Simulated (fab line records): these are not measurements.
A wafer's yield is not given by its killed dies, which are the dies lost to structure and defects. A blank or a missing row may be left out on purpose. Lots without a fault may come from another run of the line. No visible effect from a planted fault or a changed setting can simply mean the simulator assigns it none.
fab line records	flow nandHarc
record lots=13	wafers=36	lastDay=33
route steps=1302 shown P_BONDPAD@380 A_ZERO_WELL@403 A_ONON_D1@432 END@1302
lots that met no fault: from a run of the same line without faults
startH: hours from the record's first day to the start of the lot's first wafer shown	waitH: hours since the lot's step before	" as in the row above	L1.1+2: a single row standing in for several wafers	- no value present, or no start provided	* or withheld: withheld	< > ~ a bound
route shown NAME@n: a module of which the file shows steps, and the number in the route of the first	usual: mean/standard deviation taken from wafers without a fault	same: alike in all rows	chamber/n: place in a boat	sites: readings site by site	_std_site: the values' standard deviation	_edge_site: outer sites' mean less inner sites'	radiusMm: how far each site lies from the wafer's centre	mask NAME#n: copy n	behind: the most recent tool/chamber to have shaped the wafer	hold: what put the lot on hold/how long, in hours/how the hold closed	device: names the non-switching transistor (n, p or np)	end of line: the tests these same wafers got at the end of their route	for a step that has no rows: nothing shown but its recipe	killed: at the first sort, the dies lost to defects and structure; wafer yield is something else	map: a wafer's dies, marking killed ones x, the rest . and places with no die _
set.NAME: setting as actually run; set.NAME@STEP: the setting as run at that earlier step	model.NAME: the simulator's own value behind a step, which no gauge read
route steps across a sampled set of lots; one table per step, one row per wafer
services: from which hour (startH, from the record's first day; less than 0 if before it) a tool's chamber was out of use, for how many hours, and why
## steps
# step NHARC_P_BONDPAD_CMP_19
# recipe tOverpolishS=30	cuRecessTouchS=16	targetThkNm=160.81
# usual motorCurrentA=12.5/1.4	overpolishRunS=29.999/0.0086	slurryFilterDpKPa=13.50/0.13
lot.wafer	tool	chamber	startH	waitH	motorCurrentA	overpolishRunS	slurryFilterDpKPa
L161.3	cmp-04	0	147.85	-	9.5	29.983	13.59
L161.1	"	2	"	"	12.2	30.003	13.43
L161.5	"	0	"	"	9.4	29.989	13.22
L164.1	cmp-02	2	175.72	-	13.2	29.999	13.41
L164.3	"	0	"	"	12.0	30.000	13.42
L164.2	"	1	"	"	12.1	30.003	13.45
L165.2	cmp-02	1	193.85	-	12.2	30.009	13.53
L165.4	"	3	"	"	12.0	29.985	13.54
L165.6	"	1	"	"	12.2	29.999	13.40
L166.4	cmp-02	2	196.58	-	13.3	30.001	13.30
L166.1	"	1	"	"	12.2	30.015	13.66
L166.6	"	2	"	"	13.2	29.997	13.39
L167.4	cmp-03	0	214.52	-	13.1	30.007	13.33
L167.1	"	2	"	"	13.6	30.000	13.57
L167.6	"	1	"	"	11.9	29.998	13.51
L169.2	cmp-02	2	221.50	-	12.7	30.012	13.43
L169.3	"	3	"	"	11.9	29.999	13.54
L169.1	"	1	"	"	11.6	29.999	13.41
L172.2	cmp-02	3	253.63	-	11.8	30.008	13.65
L172.3	"	1	"	"	12.4	30.003	13.74
L172.5	"	2	"	"	13.3	30.000	13.58
L175.3	cmp-02	1	282.26	-	12.2	29.993	13.71
L175.2	"	2	"	"	12.9	30.011	13.43
L174.1	cmp-03	2	284.24	-	13.5	29.993	13.73
L174.6	"	3	"	"	13.2	29.995	13.26
L176.2	cmp-03	0	303.15	-	13.0	29.986	13.47
L176.6	"	1	"	"	11.7	30.006	13.20
L181.3	cmp-02	2	345.75	-	13.5	29.997	13.58
L181.2	"	1	"	"	11.9	29.992	13.58
L181.6	"	2	"	"	13.5	29.998	13.69
L182.3	cmp-04	1	355.33	-	16.3	29.992	13.38
L182.2	"	2	"	"	12.1	30.006	13.50
L182.5	"	0	"	"	9.8	29.995	13.68
L183.3	cmp-04	0	367.27	-	10.0	30.004	13.92
L183.6	"	2	"	"	12.0	30.007	13.47
L183.5	"	3	"	"	12.3	30.008	13.35
# step NHARC_A_ZERO_WELL_DESCUM_12
# recipe timeS=3	o2FlowSccm=200	arFlowSccm=0	biasPowerW=0	chemistry=O2
# usual drypumpMotorCurrentA=5.7/0.33	oesProductAu=0.998/0.0093	rfVppV=57.7/0.88	showerheadPlenumPTorr=1.88/0.067	throttleValvePct=11.310/0.009
lot.wafer	tool	chamber	startH	waitH	drypumpMotorCurrentA	oesProductAu	rfHoursCounterH	rfVppV	showerheadPlenumPTorr	throttleValvePct
L161.1	rieDiel-12	1	149.87	-	5.7	0.979	2	58.2	1.88	11.317
L161.3	"	3	"	"	5.8	0.987	2	57.2	1.96	11.314
L161.5	"	2	"	"	5.7	0.991	-	58.4	1.80	11.296
L164.3	rieDiel-04	1	177.78	-	5.9	1.004	28	57.3	1.86	11.302
L164.2	"	2	"	"	5.8	1.015	29	56.5	1.80	11.301
L164.1	"	3	"	"	5.6	0.986	31	58.0	1.84	11.326
L165.2	rieDiel-01	0	195.85	-	5.5	1.007	46	57.4	1.94	11.311
L165.4	"	3	"	"	4.9	0.991	45	58.4	1.84	11.290
L165.6	"	1	"	"	6.7	1.010	-	58.4	1.96	11.313
L166.4	rieDiel-12	2	198.65	-	5.7	0.996	3	56.6	1.80	11.315
L166.1	"	3	"	"	5.7	0.993	3	59.2	1.96	11.310
L166.6	"	0	"	"	5.5	0.996	-	57.5	1.85	11.297
L167.4	rieDiel-01	1	216.43	-	6.7	1.008	0	59.0	1.96	11.315
L167.1	"	2	"	"	5.8	0.992	1	57.5	1.92	11.322
L167.6	"	3	"	"	4.9	0.990	-	58.8	1.83	11.313
L169.2	rieDiel-12	1	223.50	-	5.7	0.986	4	58.7	1.88	11.299
L169.3	"	2	"	"	5.7	0.998	4	57.8	1.80	11.309
L169.1	"	3	"	"	5.7	0.994	4	58.0	1.96	11.316
L172.3	rieDiel-12	3	255.61	-	5.7	1.006	5	58.3	1.96	11.321
L172.2	"	2	"	"	5.7	1.009	5	56.5	1.79	11.304
L172.5	"	0	"	"	5.5	0.997	-	57.9	1.85	11.302
L175.3	rieDiel-04	0	284.21	-	6.6	1.008	14	60.3	2.02	11.320
L175.2	"	2	"	"	5.8	1.001	18	58.3	1.79	11.310
L174.1	rieDiel-04	1	286.07	-	5.9	1.003	16	57.4	1.85	11.300
L174.6	"	3	"	"	5.7	1.003	-	55.9	1.83	11.309
L176.2	rieDiel-12	1	305.21	-	5.7	0.982	1	57.5	1.88	11.314
L176.6	"	1	"	"	5.6	0.992	-	56.3	1.88	11.321
L181.3	rieDiel-12	3	347.75	-	5.7	0.996	2	57.4	1.95	11.319
L181.2	"	0	"	"	5.5	1.004	2	58.6	1.85	11.317
L181.6	"	2	"	"	5.7	1.007	-	57.8	1.79	11.313
L182.2	rieDiel-01	0	357.30	-	5.5	1.005	61	57.0	1.91	11.310
L182.3	"	1	"	"	6.7	1.017	60	57.9	1.94	11.303
L182.5	"	2	"	"	5.7	0.998	-	59.3	1.91	11.300
L183.3	rieDiel-12	3	369.10	-	5.7	1.001	2	56.7	1.96	11.317
L183.5	"	2	"	"	5.7	1.009	-	56.3	1.79	11.327
L183.6	"	3	"	"	5.8	1.008	-	57.8	1.96	11.300
# step NHARC_A_ZERO_WELL_RTA_16
# recipe tempC=1000	timeS=10
# usual annealTempCMax=1004.5/1.6	lampPowerPct=29.0/2.4	lamp_zone_6_pct=28.9/2.4	wafer_temp_C_max=1005.2/1.2
lot.wafer	tool	chamber	startH	waitH	annealTempCMax	lampPowerPct	lamp_zone_6_pct	wafer_temp_C_max
L161.1	rtpAnneal-01	0	150.99	-	1007.9	26.4	26.4	1004.8
L161.3	"	0	"	"	1006.6	26.4	26.4	1007.1
L161.5	"	0	"	"	1006.2	26.4	26.4	1005.3
L164.1	rtpAnneal-02	0	178.90	-	1002.9	31.1	31.1	1004.9
L164.2	"	0	"	"	1002.2	31.1	31.0	1004.5
L164.3	"	0	"	"	1002.5	31.2	31.1	1004.9
L165.2	rtpAnneal-02	0	197.00	-	1003.1	31.2	31.1	1004.3
L165.4	"	0	"	"	1003.6	31.1	31.1	1003.6
L165.6	"	0	"	"	1003.0	31.2	31.1	1005.6
L166.1	rtpAnneal-02	0	199.74	-	1002.4	31.1	31.0	1005.4
L166.4	"	0	"	"	1002.2	31.2	31.1	1003.9
L166.6	"	0	"	"	1003.5	31.2	31.1	1006.7
L167.1	rtpAnneal-02	0	217.51	-	1003.1	31.2	31.1	1005.5
L167.4	"	0	"	"	1003.2	31.1	31.1	1004.8
L167.6	"	0	"	"	1003.5	31.1	31.1	1004.6
L169.1	rtpAnneal-02	0	224.60	-	1004.3	31.2	31.1	1003.9
L169.2	"	0	"	"	1003.0	31.1	31.1	1005.0
L169.3	"	0	"	"	1003.5	31.1	31.1	1004.3
L172.2	rtpAnneal-02	0	256.79	-	1003.1	31.2	31.2	1004.4
L172.3	"	0	"	"	1002.3	31.2	31.1	1004.4
L172.5	"	0	"	"	1002.9	31.1	31.1	1003.7
L175.2	rtpAnneal-01	0	285.37	-	1005.9	26.4	26.4	1003.7
L175.3	"	0	"	"	1007.0	26.5	26.4	1005.2
L174.1	rtpAnneal-01	0	287.16	-	1007.7	26.5	26.4	1005.9
L174.6	"	0	"	"	1004.3	26.5	26.4	1004.4
L176.2	rtpAnneal-02	0	306.35	-	1003.8	31.1	31.1	1006.4
L176.6	"	0	"	"	1003.3	31.2	31.1	1004.0
L181.2	rtpAnneal-02	0	348.88	-	1002.7	31.1	31.1	1005.6
L181.3	"	0	"	"	1005.3	31.1	31.1	1005.4
L181.6	"	0	"	"	1003.2	31.2	31.1	1003.9
L182.2	rtpAnneal-01	0	358.43	-	1007.4	26.4	26.4	1004.9
L182.3	"	0	"	"	1004.3	26.5	26.4	1004.6
L182.5	"	0	"	"	1006.1	26.4	26.4	1005.5
L183.3	rtpAnneal-02	0	370.28	-	1003.7	31.2	31.1	1006.2
L183.5	"	0	"	"	1003.4	31.2	31.1	1002.9
L183.6	"	0	"	"	1003.9	31.1	31.1	1003.6
# step NHARC_A_ONON_D1_DEP_12
# recipe targetThkA=10000	n2FlowSccm=2750	n2oFlowSccm=2000	nh3FlowSccm=500	sih4FlowSccm=210	tempC=400
lot.wafer	tool	chamber	startH	waitH
L161.1+3+5	pecvdOnon-01	0	173.66	0.1
L164.1+2+3	pecvdOnon-02	0	201.74	0.1
L165.2+4+6	pecvdOnon-01	0	219.00	0.1
L166.1+4+6	pecvdOnon-04	0	224.88	0.1
L167.1+4+6	pecvdOnon-02	0	241.56	0.1
L169.1+2+3	pecvdOnon-02	0	247.11	0.1
L172.2+3+5	pecvdOnon-04	0	279.70	0.1
L175.2+3	pecvdOnon-01	0	306.92	0.1
L174.1+6	pecvdOnon-01	0	310.60	0.1
L176.2+6	pecvdOnon-01	0	330.32	0.1
L181.2+3+6	pecvdOnon-04	0	370.91	0.1
L182.2+3+5	pecvdOnon-04	0	384.38	0.1
L183.3+5+6	pecvdOnon-01	0	396.01	0.2
# step NHARC_A_ONON_D1_THK_MEAS_14
# recipe thkMeasGauge=ellipsometry
# usual thkNm=1001/10
lot.wafer	tool	chamber	startH	waitH	thkNm
L161.1	filmMetro-01	-	174.17	-	1011
L161.3	"	-	"	"	1011
L161.5	"	-	"	"	1011
L164.1	filmMetro-02	-	202.25	-	998
L164.2	"	-	"	"	998
L164.3	"	-	"	"	1000
L165.2	filmMetro-02	-	219.45	-	1023
L165.4	"	-	"	"	1023
L165.6	"	-	"	"	1024
L166.1	filmMetro-01	-	225.42	-	998
L166.4	"	-	"	"	999
L166.6	"	-	"	"	999
L167.1	filmMetro-02	-	242.08	-	1009
L167.4	"	-	"	"	1011
L167.6	"	-	"	"	1009
L169.1	filmMetro-01	-	247.62	-	995
L169.2	"	-	"	"	996
L169.3	"	-	"	"	996
L172.2	filmMetro-01	-	280.16	-	1004
L172.3	"	-	"	"	1004
L172.5	"	-	"	"	1004
L175.2	filmMetro-01	-	307.38	-	640
L175.3	"	-	"	"	985
L174.1	filmMetro-02	-	311.11	-	655
L174.6	"	-	"	"	1003
L176.2	filmMetro-01	-	330.77	-	649
L176.6	"	-	"	"	998
L181.2	filmMetro-01	-	371.38	-	1018
L181.3	"	-	"	"	1021
L181.6	"	-	"	"	1018
L182.2	filmMetro-01	-	384.83	-	994
L182.3	"	-	"	"	993
L182.5	"	-	"	"	993
L183.3	filmMetro-01	-	396.40	-	1002
L183.5	"	-	"	"	1004
L183.6	"	-	"	"	1002
# step NHARC_END_SORT_01
# recipe tempC=25
# usual killedAtArray=53/19	killedAtOther=0.7/1.1	killedAtPeriphery=4.2/2.7	killedDies=58/18	killedOpen=3.1/1.9	killedShort=2.5/1.6
# same grossDies=677
lot.wafer	tool	chamber	startH	waitH	killedAtArray	killedAtOther	killedAtPeriphery	killedDies	killedOpen	killedShort
L165.2	prober-02	0	597.11	2.8	44	1	2	47	1	2
L165.4	prober-02	0	598.72	3.4	29	1	7	37	3	2
L165.6	prober-02	0	600.34	4.0	45	2	3	50	5	5
L166.1	prober-01	0	616.15	2.5	53	0	8	61	6	4
L166.4	prober-01	0	618.55	3.4	43	0	2	45	1	3
L166.6	prober-01	0	620.16	4.0	29	1	3	33	2	1
L167.1	prober-01	0	636.34	2.5	70	0	3	73	3	3
L167.4	prober-01	0	638.72	3.4	71	0	6	77	1	5
L167.6	prober-01	0	640.30	4.0	77	0	1	78	1	4
L169.1	prober-01	0	651.94	2.5	52	0	4	56	3	4
L169.2	prober-01	0	652.75	2.8	56	0	3	59	2	1
L169.3	prober-01	0	653.56	3.1	61	0	4	65	1	2
L176.2	prober-01	0	709.06	2.8	668	2	7	677	3	1
L176.6	prober-01	0	712.24	4.0	59	1	7	67	5	1
# killed by level:class
L165.2 A_CHANNEL_HOLE_D2:chamberFilmFlake=15 A_CHANNEL_HOLE_D1:chamberFilmFlake=12 A_CONTACT:chamberFilmFlake=9 A_STAIRCASE:chamberFilmFlake=5 A_CHANNEL_FILL_D1:chamberFilmFlake=2 P_M0:geometricParticle:open=1 A_CHANNEL_FILL_D2:geometricParticle:short=1 STARTING-WAFER:geometricParticle:short=1
L165.4 A_CHANNEL_HOLE_D2:chamberFilmFlake=10 A_CONTACT:chamberFilmFlake=7 A_CHANNEL_HOLE_D1:chamberFilmFlake=5 A_STAIRCASE:chamberFilmFlake=3 P_STI:chamberFilmFlake=2 P_GATE:chamberFilmFlake=2 P_STI:geometricParticle:open=1 P_CONTACT:geometricParticle:open=1
L165.6 A_CHANNEL_HOLE_D1:chamberFilmFlake=13 A_CHANNEL_HOLE_D2:chamberFilmFlake=9 A_STAIRCASE:chamberFilmFlake=7 A_CONTACT:chamberFilmFlake=7 A_CHANNEL_FILL_D2:geometricParticle:short=2 THIN_TSV:chamberFilmFlake=2 P_CONTACT:geometricParticle:open=1 P_CONTACT:geometricParticle:short=1
L166.1 A_CHANNEL_HOLE_D2:chamberFilmFlake=31 P_GATE:chamberFilmFlake=5 A_CHANNEL_HOLE_D1:chamberFilmFlake=4 A_STAIRCASE:chamberFilmFlake=4 A_CHANNEL_FILL_D1:chamberFilmFlake=3 A_ONON_D1:geometricParticle:open=2 A_ONON_D2:geometricParticle:short=2 A_WL_FILL:chamberFilmFlake=2
L166.4 A_CHANNEL_HOLE_D2:chamberFilmFlake=26 A_CHANNEL_HOLE_D1:chamberFilmFlake=5 A_CONTACT:chamberFilmFlake=3 A_WL_FILL:chamberFilmFlake=2 A_CHANNEL_FILL_D1:geometricParticle:open=1 A_CHANNEL_HOLE_D2:geometricParticle:short=1 A_SGD_CUT:geometricParticle:short=1 A_M0:geometricParticle:short=1
L166.6 A_CHANNEL_HOLE_D2:chamberFilmFlake=17 A_CONTACT:chamberFilmFlake=4 P_GATE:chamberFilmFlake=3 A_CHANNEL_HOLE_D1:chamberFilmFlake=3 A_ONON_D1:geometricParticle:short=1 A_CHANNEL_HOLE_D2:geometricParticle:open=1 A_WL_FILL:geometricParticle:open=1 A_STAIRCASE:chamberFilmFlake=1
L167.1 A_SLIT:chamberFilmFlake=33 A_CHANNEL_HOLE_D2:chamberFilmFlake=17 A_CONTACT:chamberFilmFlake=8 P_STI:chamberFilmFlake=2 A_CHANNEL_HOLE_D1:chamberFilmFlake=2 A_STAIRCASE:chamberFilmFlake=2 A_ONON_D1:geometricParticle:open=1 A_CHANNEL_FILL_D1:geometricParticle:short=1
L167.4 A_SLIT:chamberFilmFlake=36 A_CHANNEL_HOLE_D2:chamberFilmFlake=20 A_CONTACT:chamberFilmFlake=5 A_ONON_D2:geometricParticle:short=3 P_BONDPAD:chamberFilmFlake=3 A_CHANNEL_FILL_D1:chamberFilmFlake=3 A_STAIRCASE:chamberFilmFlake=2 P_CONTACT:geometricParticle:open=1
L167.6 A_CHANNEL_HOLE_D2:chamberFilmFlake=31 A_SLIT:chamberFilmFlake=25 A_CHANNEL_HOLE_D1:chamberFilmFlake=9 A_CONTACT:chamberFilmFlake=3 A_CHANNEL_FILL_D1:geometricParticle:short=2 A_CHANNEL_FILL_D1:chamberFilmFlake=2 A_STAIRCASE:chamberFilmFlake=2 A_CHANNEL_FILL_D2:geometricParticle:short=1
L169.1 A_SLIT:chamberFilmFlake=23 A_CHANNEL_HOLE_D2:chamberFilmFlake=16 A_CHANNEL_HOLE_D1:chamberFilmFlake=7 P_CONTACT:chamberFilmFlake=3 A_ONON_D1:geometricParticle:open=2 P_CONTACT:geometricParticle:short=1 A_SOURCE_PLATE:geometricParticle:short=1 A_ONON_D1:geometricParticle:short=1
L169.2 A_SLIT:chamberFilmFlake=37 A_CHANNEL_HOLE_D2:chamberFilmFlake=7 A_CHANNEL_HOLE_D1:chamberFilmFlake=4 P_GATE:chamberFilmFlake=2 A_WL_FILL:chamberFilmFlake=2 A_ONON_D1:geometricParticle:open=1 A_ONON_D1:geometricParticle:short=1 A_ONON_D2:geometricParticle:open=1
L169.3 A_SLIT:chamberFilmFlake=38 A_CHANNEL_HOLE_D2:chamberFilmFlake=15 P_GATE:chamberFilmFlake=3 A_CHANNEL_HOLE_D1:chamberFilmFlake=2 A_CONTACT:chamberFilmFlake=2 P_CONTACT:geometricParticle:open=1 A_CHANNEL_FILL_D2:geometricParticle:short=1 A_SGD_CUT:geometricParticle:short=1
L176.2 A_ONON_D1:areaDep=608 A_SLIT:chamberFilmFlake=36 A_CHANNEL_HOLE_D1:chamberFilmFlake=9 A_CONTACT:chamberFilmFlake=5 P_STI:chamberFilmFlake=3 A_DECK1_JOINT:chamberFilmFlake=3 P_M1:chamberFilmFlake=2 A_STAIRCASE:chamberFilmFlake=2
L176.6 A_SLIT:chamberFilmFlake=38 A_CHANNEL_HOLE_D1:chamberFilmFlake=7 A_CONTACT:chamberFilmFlake=7 A_STAIRCASE:chamberFilmFlake=2 P_STI:chamberFilmFlake=2 P_M1:chamberFilmFlake=2 P_GATE:geometricParticle:open=1 A_ONON_D1:geometricParticle:short=1
## services
tool	chamber	startH	hours	kind
rieDiel-12	0	127.09	5.6	repair
pecvdOnon-04	-	130.00	13.0	pm
cmp-02	-	134.50	4.0	pm
rieDiel-01	2	136.15	1.5	repair
cmp-04	-	139.37	0.9	repair
cmp-02	-	143.19	2.0	repair
pecvdOnon-01	-	143.32	7.2	repair
rieDiel-12	-	162.65	0.6	repair
pecvdOnon-02	-	185.00	13.0	pm
rieDiel-01	-	204.26	9.0	pm
cmp-04	-	209.00	4.0	pm
rieDiel-01	2	228.94	4.3	repair
cmp-02	-	232.56	4.0	pm
rieDiel-01	1	240.79	5.2	repair
cmp-04	-	255.31	3.2	repair
rieDiel-01	1	263.10	19.6	repair
rieDiel-12	-	268.40	9.0	pm
pecvdOnon-01	-	269.13	13.0	pm
cmp-04	-	307.00	4.0	pm
pecvdOnon-04	-	311.00	13.0	pm
cmp-02	-	330.56	4.0	pm
cmp-02	-	344.11	1.3	repair
rtpAnneal-01	-	372.00	12.0	pm
rieDiel-12	3	374.37	14.6	repair
## key
firstSign step=NHARC_A_ONON_D1_THK_MEAS_14	reading=thkNm	direction=down	sigmas=35	usual=1001	struck=648
effect step=NHARC_END_SORT_01	reading=killedDies	direction=up	sigmas=34	usual=58	struck=677
moreKillsBornAt NHARC_A_ONON_D1_DEP_12@pecvdOnon-01=608
metAt NHARC_A_ONON_D1_DEP_12
struckLots L174,L175,L176
struckWafers L174.1,L175.2,L176.2
laterRowsLeftOut L174.1,L175.2,L176.2
sortLeftOut L174.1,L175.2
testerLeftOut L174,L175,L176
notActingAt NHARC_P_BONDPAD_CMP_19,NHARC_A_ZERO_WELL_DESCUM_12,NHARC_A_ZERO_WELL_RTA_16
onsetBetween 219.00 306.92
fault kind=processParameterDrift	tool=pecvdOnon-01	chamber=-	onsetH=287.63	steps=NHARC_A_ONON_D1_DEP_12	channel=targetThkA	offset=*	shape=step	endH=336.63	scope=struckWafersOnly	actsIn=*	stated=*
# testerLeftOut: of these lots the tester's yield and bins aren't shown, on N5 and GAA mostly nor the transistor test; their killed dies are dies lost to structure and defects alone, not to doping, threshold or leakage, so they don't give the yield
# sortLeftOut: the simulated sort isn't trusted on such a fault, so these wafers' sort isn't shown, and their yield isn't known
# laterRowsLeftOut: the simulator's readings of these wafers behind a module that went badly wrong aren't trusted and aren't shown, but for the sort
